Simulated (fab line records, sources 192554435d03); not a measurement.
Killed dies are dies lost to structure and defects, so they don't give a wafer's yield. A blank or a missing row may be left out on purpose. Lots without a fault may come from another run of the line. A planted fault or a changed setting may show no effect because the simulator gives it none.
Chamber matching | flow n5_finfet | N5_BEOL_M3_DEP_57 on pecvd-03: 3 sister chambers
The step deposits SiCN from 3MS/NH3, target thk 8 nm, time 14 s. 3 wafers are shown with their chamber, then 11 later ones without.

WAFERS WITH THEIR CHAMBER
wafer  | chamber | showerhead_vpp_V (V)
L082.1 | 0       | 809
L088.5 | 2       | 853
L091.2 | 1       | 896

WAFERS WITHOUT THEIR CHAMBER
wafer  | showerhead_vpp_V (V)
L091.5 | 840
L091.6 | 821
L095.2 | 849
L095.5 | 822
L095.6 | 899
L096.4 | 892
L096.5 | 818
L096.6 | 854
L097.2 | 891
L097.4 | 908
L097.6 | 827

WHICH CHAMBER EACH WENT THROUGH
wafer  | from the rows above     | in truth
L091.5 | can't be placed: 2 or 0 | 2
L091.6 | 0                       | 0
L095.2 | 2                       | 2
L095.5 | can't be placed: 0 or 2 | 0
L095.6 | 1                       | 1
L096.4 | 1                       | 1
L096.5 | 0                       | 0
L096.6 | 2                       | 2
L097.2 | 1                       | 1
L097.4 | 1                       | 1
L097.6 | can't be placed: 0 or 2 | 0
Placed correctly: 8 of 11. Can't be placed from these rows: 3 (the true chamber is among the candidates in 3). Placed wrongly: 0.
How it was worked out, from the rows above alone: a wafer's distance from a chamber is the root of the sum, over the readings, of the square of ((its reading less the chamber's mean) divided by the reading's scatter). The wafer belongs to the nearest chamber; if the next one is less than 2 further off, it can't be placed. A chamber's mean is the mean of its shown wafers. The scatter: with one shown wafer a chamber, the root of the mean of the squares of how far each hidden wafer lies from its nearest shown one.
